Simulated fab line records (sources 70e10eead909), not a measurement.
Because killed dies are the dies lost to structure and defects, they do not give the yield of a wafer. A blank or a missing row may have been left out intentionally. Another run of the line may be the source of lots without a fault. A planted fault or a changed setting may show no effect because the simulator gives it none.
fab line records	flow nand_harc	part 2 of 2: steps 5 to 6 of 6
record: lots: 23	wafers: 69	last_day: 33
route steps=1302 shown A_STAIRCASE@679
lots that met no fault: taken from a fault-free run of the same line
start_h: start of the lot's first displayed wafer, in hours after the record's first day	wait_h: hours elapsed since this lot's preceding step	" the same as in the row above	L1.1+2: a single row standing in for several wafers	- no value, or no start was given	* or withheld: withheld	< > ~ a bound
route shown NAME@n: NAME is a module with steps in the file, n the number in the route of the first one	usual: the fault-free wafers' mean and standard deviation	same: alike in all rows	chamber/n: place in a boat	sites: readings site by site	_std_site: standard deviation across them	_edge_site: mean of outer sites minus mean of inner sites	radius_mm: how far each site lies from the wafer's centre	mask NAME#n: copy n	behind: the most recent tool/chamber to have shaped the wafer	hold: why the lot went on hold/how many hours it stayed there/how the hold came to an end	device: whichever transistor did not switch (one of n, p or np)	end of line: tests of these same wafers at the route's end	step lacking rows: just its recipe	killed: count of dies lost to structure and defects at first sort (not the wafer's yield)	map: the dies of a wafer, with x for killed, . for not killed, _ for no die there
set.NAME: the run value of the setting; set.NAME@STEP: its run value at that earlier step	model.NAME: the simulator's own value behind a step, which no gauge read
a sample of lots followed through the steps of the route, with each step as a table and each wafer as a row
services: the hour from which a tool's chamber was out of use, counted from the record's first day as start_h (under 0 if before that day), plus the number of hours and why
== steps ==
step: NHARC_A_STAIRCASE_TRIM_224
recipe: time_s: 211.2	o2_flow_sccm: 500	ar_flow_sccm: 0	bias_w: 0	chemistry: O2
usual: drypump_motor_current_A: 5.7/0.45	oes_product_au: 1.002/0.017	rf_vpp_V: 57.7/0.82	showerhead_plenum_p_Torr: 3.48/0.063	throttle_valve_pct: 17.036/0.0091
lot.wafer	tool	chamber	start_h	wait_h	drypump_motor_current_A	oes_product_au	rf_hours_counter_h	rf_vpp_V	showerhead_plenum_p_Torr	throttle_valve_pct
L074.1	rie_diel-13	1	-	-	5.7	1.013	0	57.8	3.44	17.044
L074.2	"	3	"	"	6.2	0.988	0	57.1	3.49	17.056
L074.5	"	2	"	"	5.9	0.983	-	57.1	3.45	17.041
L075.1	rie_diel-01	3	-	-	5.6	1.004	51	58.6	3.48	17.046
L075.2	"	0	"	"	6.3	1.006	53	56.8	3.41	17.061
L075.5	"	3	"	"	5.6	1.004	-	57.0	3.48	17.029
L076.1	rie_diel-13	2	-	-	5.9	0.982	6	57.7	3.45	17.024
L076.3	"	3	"	"	6.2	0.998	7	56.4	3.49	17.036
L076.6	"	3	"	"	6.2	1.008	-	56.6	3.49	17.042
L077.2	rie_diel-07	1	-	-	6.3	1.019	39	56.0	3.61	17.036
L077.1	"	0	"	"	5.6	0.996	35	58.7	3.67	17.034
L077.5	"	1	"	"	6.3	1.021	-	57.1	3.61	17.040
L078.4	rie_diel-01	0	-	-	6.3	1.038	-	58.5	3.41	17.054
L078.5	"	2	"	"	5.2	1.011	-	57.0	3.53	17.044
L078.6	"	3	"	"	5.6	1.008	-	58.0	3.47	17.043
L079.3	rie_diel-13	0	-	-	5.3	1.000	18	57.5	3.56	17.044
L079.4	"	2	"	"	5.9	0.975	21	57.0	3.44	17.028
L079.6	"	0	"	"	5.3	1.002	-	57.9	3.56	17.028
L081.4	rie_diel-01	3	-	-	5.6	1.012	15	57.0	3.47	17.034
L081.2	"	2	"	"	5.3	1.001	9	58.3	3.52	17.026
L081.5	"	0	"	"	6.3	1.021	-	57.9	3.40	17.016
L080.2	rie_diel-13	0	-	-	5.4	0.997	28	58.2	3.55	17.036
L080.4	"	1	"	"	5.7	1.040	28	58.0	3.43	17.042
L080.5	"	2	"	"	5.9	0.979	-	58.0	3.44	17.047
L082.4	rie_diel-13	1	-	-	5.7	1.043	28	59.0	3.43	17.038
L082.2	"	3	"	"	6.2	1.001	29	58.4	3.48	17.036
L082.6	"	2	"	"	5.9	0.992	-	57.8	3.44	17.036
L084.3	rie_diel-01	2	-	-	5.2	1.004	17	58.1	3.52	17.032
L084.1	"	3	"	"	5.6	1.017	23	58.5	3.46	17.035
L084.2	"	1	"	"	4.8	0.982	23	57.5	3.49	17.038
L083.3	rie_diel-13	1	-	-	5.6	1.024	36	58.7	3.43	17.047
L083.2	"	3	"	"	6.2	0.989	38	56.1	3.47	17.053
L083.5	"	2	"	"	5.9	0.991	-	57.2	3.43	17.048
L085.1	rie_diel-13	2	-	-	5.9	0.993	40	57.0	3.43	17.043
L085.3	"	3	"	"	6.3	1.000	39	58.5	3.47	17.031
L085.6	"	1	"	"	5.6	1.028	-	57.1	3.43	17.034
L086.2	rie_diel-13	3	-	-	6.3	0.995	46	56.7	3.47	17.036
L086.4	"	1	"	"	5.7	1.032	46	57.2	3.42	17.046
L086.6	"	0	"	"	5.4	0.996	-	57.9	3.55	17.040
L087.1	rie_diel-07	3	-	-	5.0	1.009	1	57.0	3.49	17.040
L087.2	"	1	"	"	6.3	1.019	2	57.4	3.60	17.025
L087.6	"	3	"	"	5.0	1.006	-	58.5	3.49	17.037
L089.2	rie_diel-13	0	-	-	5.4	1.001	53	59.1	3.54	17.035
L089.4	"	1	"	"	5.7	1.011	52	59.3	3.42	17.033
L089.5	"	3	"	"	6.3	0.975	-	57.6	3.46	17.035
L088.3	rie_diel-01	0	-	-	6.3	1.048	46	58.6	3.39	17.049
L088.5	"	0	"	"	6.3	1.045	-	57.8	3.39	17.029
L088.6	"	1	"	"	4.8	0.984	-	58.5	3.48	17.022
L091.3	rie_diel-07	0	-	-	5.5	1.005	9	58.5	3.65	17.023
L091.2	"	2	"	"	6.2	0.992	13	56.2	3.43	17.009
L091.6	"	0	"	"	5.5	1.000	-	59.3	3.65	17.038
L090.2	rie_diel-01	2	-	-	5.2	0.997	38	57.3	3.51	17.037
L090.3	"	3	"	"	5.6	1.013	45	56.2	3.45	17.028
L090.1	"	0	"	"	6.3	1.035	47	57.1	3.39	17.038
L092.3	rie_diel-13	2	-	-	5.9	0.986	6	57.9	3.42	17.037
L092.1	"	3	"	"	6.2	0.982	0	57.9	3.46	17.032
L092.5	"	2	"	"	5.9	0.993	-	57.8	3.42	17.046
L094.4	rie_diel-07	2	-	-	6.2	1.003	28	56.5	3.42	17.034
L094.1	"	0	"	"	5.6	1.011	26	58.2	3.64	17.022
L094.5	"	3	"	"	5.0	1.001	-	57.0	3.48	17.040
L095.1	rie_diel-13	1	-	-	5.7	1.004	15	58.0	3.41	17.042
L095.5	"	3	"	"	6.2	0.977	-	57.3	3.45	17.032
L095.4	"	0	"	"	5.4	0.985	-	58.8	3.53	17.034
L096.4	rie_diel-13	0	-	-	5.3	0.989	-	57.8	3.53	17.033
L096.6	"	0	"	"	5.4	0.987	-	57.3	3.53	17.044
L096.5	"	3	"	"	6.2	0.970	-	58.2	3.45	17.042
L097.3	rie_diel-13	1	-	-	5.7	1.006	16	57.7	3.41	17.049
L097.1	"	3	"	"	6.3	0.979	20	56.4	3.45	17.035
L097.4	"	0	"	"	5.4	1.006	25	57.6	3.52	17.030
step: NHARC_A_STAIRCASE_STRIP_254
recipe: power_w: 1500	temp_c: 250	chemistry: O2
usual: drypump_motor_current_A: 5.6/0.39	heater_power_w: 329/34
lot.wafer	tool	chamber	start_h	wait_h	drypump_motor_current_A	heater_power_w	rf_hours_counter_h
L074.2	plasma_asher-01	1	357.76	-	5.2	316	1
L074.1	"	0	"	"	5.3	371	1
L074.5	"	1	"	"	5.2	310	-
L075.1	plasma_asher-02	0	375.50	-	5.7	285	26
L075.2	"	1	"	"	6.2	384	26
L075.5	"	1	"	"	6.2	379	-
L076.1	plasma_asher-01	0	375.86	-	5.3	357	5
L076.3	"	0	"	"	5.3	358	-
L076.6	"	1	"	"	5.3	313	-
L077.2	plasma_asher-02	1	399.84	-	6.2	381	30
L077.1	"	0	"	"	5.7	282	30
L077.5	"	0	"	"	5.7	283	-
L078.4	plasma_asher-01	0	400.52	-	5.3	362	-
L078.5	"	0	"	"	5.3	356	-
L078.6	"	1	"	"	5.2	321	-
L079.3	plasma_asher-01	0	409.72	-	5.3	355	-
L079.4	"	1	"	"	5.2	306	-
L079.6	"	1	"	"	5.2	317	-
L081.2	plasma_asher-01	0	433.58	-	5.3	360	17
L081.4	"	1	"	"	5.2	310	-
L081.5	"	0	"	"	5.2	365	-
L080.2	plasma_asher-02	1	435.69	-	6.2	364	0
L080.4	"	0	"	"	5.7	285	-
L080.5	"	0	"	"	5.7	282	-
L082.2	plasma_asher-02	1	439.13	-	6.2	369	0
L082.4	"	0	"	"	5.7	271	-
L082.6	"	1	"	"	6.2	366	-
L084.2	plasma_asher-01	0	464.33	-	5.3	355	24
L084.1	"	1	"	"	5.2	316	24
L084.3	"	1	"	"	5.2	319	-
L083.2	plasma_asher-01	1	464.98	-	5.2	320	25
L083.3	"	0	"	"	5.3	363	-
L083.5	"	0	"	"	5.3	360	-
L085.1	plasma_asher-01	0	467.43	-	5.3	351	25
L085.3	"	1	"	"	5.2	322	-
L085.6	"	1	"	"	5.2	324	-
L086.2	plasma_asher-01	0	486.57	-	5.3	345	29
L086.4	"	0	"	"	5.2	362	-
L086.6	"	0	"	"	5.3	348	-
L087.1	plasma_asher-02	0	492.89	-	5.7	284	12
L087.2	"	1	"	"	6.2	370	12
L087.6	"	1	"	"	6.2	362	-
L089.2	plasma_asher-02	1	509.55	-	6.2	380	15
L089.4	"	1	"	"	6.2	358	-
L089.5	"	0	"	"	5.7	284	-
L088.3	plasma_asher-02	0	523.80	-	5.7	281	-
L088.6	"	0	"	"	5.7	288	-
L088.5	"	1	"	"	6.2	362	-
L091.2	plasma_asher-02	0	524.27	-	5.7	280	20
L091.3	"	1	"	"	6.2	371	-
L091.6	"	1	"	"	6.2	375	-
L090.1	plasma_asher-02	1	524.55	-	6.2	366	20
L090.2	"	0	"	"	5.7	273	20
L090.3	"	0	"	"	5.7	281	-
L092.1	plasma_asher-01	0	540.87	-	5.3	335	4
L092.3	"	1	"	"	5.2	310	-
L092.5	"	0	"	"	5.3	331	-
L094.1	plasma_asher-01	1	570.05	-	5.2	311	9
L094.4	"	1	"	"	5.2	310	-
L094.5	"	1	"	"	5.2	312	-
L095.1	plasma_asher-02	1	584.42	-	6.2	370	32
L095.4	"	0	"	"	5.7	272	-
L095.5	"	1	"	"	6.2	374	-
L096.4	plasma_asher-01	0	586.10	-	5.3	334	-
L096.6	"	0	"	"	5.3	336	-
L096.5	"	1	"	"	5.3	312	-
L097.1	plasma_asher-02	1	596.36	-	6.2	372	34
L097.3	"	1	"	"	6.2	374	-
L097.4	"	0	"	"	5.7	279	-
== services ==
tool	chamber	start_h	hours	kind
rie_diel-07	3	334.27	14.8	repair
rie_diel-01	3	336.93	3.0	repair
rie_diel-13	-	342.00	9.0	pm
rie_diel-13	0	342.00	9.0	vent_cycle
rie_diel-13	1	342.00	9.0	vent_cycle
rie_diel-13	2	342.00	9.0	vent_cycle
rie_diel-13	3	342.00	9.0	vent_cycle
plasma_asher-01	-	342.28	9.0	pm
rie_diel-13	0	351.00	-	clean
rie_diel-13	1	351.00	-	clean
rie_diel-13	1	351.00	-	consumable_replace:esc
rie_diel-13	2	351.00	-	clean
rie_diel-07	-	377.09	0.3	repair
rie_diel-01	-	383.59	9.0	pm
rie_diel-13	3	393.56	9.1	repair
rie_diel-01	2	404.83	14.1	repair
plasma_asher-02	-	426.16	9.0	pm
rie_diel-01	-	434.14	0.6	repair
rie_diel-07	-	471.41	9.0	pm
rie_diel-13	-	519.00	9.0	pm
plasma_asher-01	-	519.28	9.0	pm
rie_diel-01	-	539.76	0.4	repair
rie_diel-01	-	560.59	9.0	pm
rie_diel-07	3	594.49	7.4	repair
